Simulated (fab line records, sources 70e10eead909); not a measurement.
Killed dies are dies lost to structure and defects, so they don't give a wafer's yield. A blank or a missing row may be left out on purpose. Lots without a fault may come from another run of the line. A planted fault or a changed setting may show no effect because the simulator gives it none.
Chamber matching | flow nand_harc | NHARC_A_WL_FILL_ALD_19 on ald_metal-03: 4 sister chambers
The step deposits TiN, target thk 2 nm, pulse time 3 s, ald cycles 100. 4 wafers are shown with their chamber, then 9 later ones without.

WAFERS WITH THEIR CHAMBER
wafer  | chamber | heater_power_w (W)
L080.5 | 3       | 1010
L082.5 | 2       | 1224
L085.5 | 1       | 1021
L085.6 | 0       | 1235

WAFERS WITHOUT THEIR CHAMBER
wafer  | heater_power_w (W)
L089.1 | 1071
L089.3 | 1217
L089.6 | 1247
L091.2 | 1270
L091.3 | 1004
L091.6 | 1213
L096.3 | 1293
L096.5 | 1218
L096.6 | 1011

WHICH CHAMBER EACH WENT THROUGH
wafer  | from the rows above     | in truth
L089.1 | can't be placed: 1 or 3 | 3
L089.3 | can't be placed: 2 or 0 | 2
L089.6 | can't be placed: 0 or 2 | 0
L091.2 | can't be placed: 0 or 2 | 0
L091.3 | can't be placed: 3 or 1 | 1
L091.6 | can't be placed: 2 or 0 | 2
L096.3 | can't be placed: 0 or 2 | 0
L096.5 | can't be placed: 2 or 0 | 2
L096.6 | can't be placed: 3 or 1 | 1
Placed correctly: 0 of 9. Can't be placed from these rows: 9 (the true chamber is among the candidates in 9). Placed wrongly: 0.
How it was worked out, from the rows above alone: a wafer's distance from a chamber is the root of the sum, over the readings, of the square of ((its reading less the chamber's mean) divided by the reading's scatter). The wafer belongs to the nearest chamber; if the next one is less than 2 further off, it can't be placed. A chamber's mean is the mean of its shown wafers. The scatter: with one shown wafer a chamber, the root of the mean of the squares of how far each hidden wafer lies from its nearest shown one.
